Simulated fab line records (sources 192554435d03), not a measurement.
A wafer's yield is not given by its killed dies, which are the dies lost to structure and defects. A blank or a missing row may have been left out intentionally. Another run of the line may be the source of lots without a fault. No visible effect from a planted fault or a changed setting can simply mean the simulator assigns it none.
Chamber matching    flow n5Finfet    4 sister chambers for N5_DUMMY_GATE_ETCH_23 on rieSi-05
The step etches poly-Si in HBr/Cl2/O2, target depth 41 nm, time 22.3 s. 4 wafers are shown with their chamber, then 12 later ones without.

EACH WAFER AND ITS CHAMBER
wafer   chamber  drypumpMotorCurrentA (A)
L085.6  3        6.5
L092.2  2        6.2
L092.5  0        5.2
L092.6  1        4.9

WAFERS MISSING THEIR CHAMBER
wafer   drypumpMotorCurrentA (A)
L093.1  6.2
L093.2  4.9
L093.3  6.5
L094.4  4.9
L094.5  4.9
L094.6  6.2
L096.1  6.1
L096.2  4.9
L096.4  5.2
L097.4  4.9
L097.5  5.2
L097.6  6.5

CHAMBER TAKEN BY EACH
wafer   from the rows above  in truth
L093.1  2                    2
L093.2  1                    1
L093.3  3                    3
L094.4  1                    1
L094.5  1                    1
L094.6  2                    2
L096.1  2                    2
L096.2  1                    1
L096.4  0                    0
L097.4  1                    1
L097.5  0                    0
L097.6  3                    3
Placed correctly: 12 of 12. Not placeable from these rows: 0. Number placed wrongly: 0.
How it was worked out, from the rows above alone: a wafer's distance from a chamber is the root of the sum, over the readings, of the square of ((its reading less the chamber's mean) divided by the reading's scatter). The wafer belongs to the nearest chamber; if the next one is less than 2 further off, it can't be placed. Each chamber's mean is taken over the wafers shown for it. The scatter (one wafer shown for each chamber): square how far every hidden wafer sits from the nearest shown wafer, average those squares and take the square root.
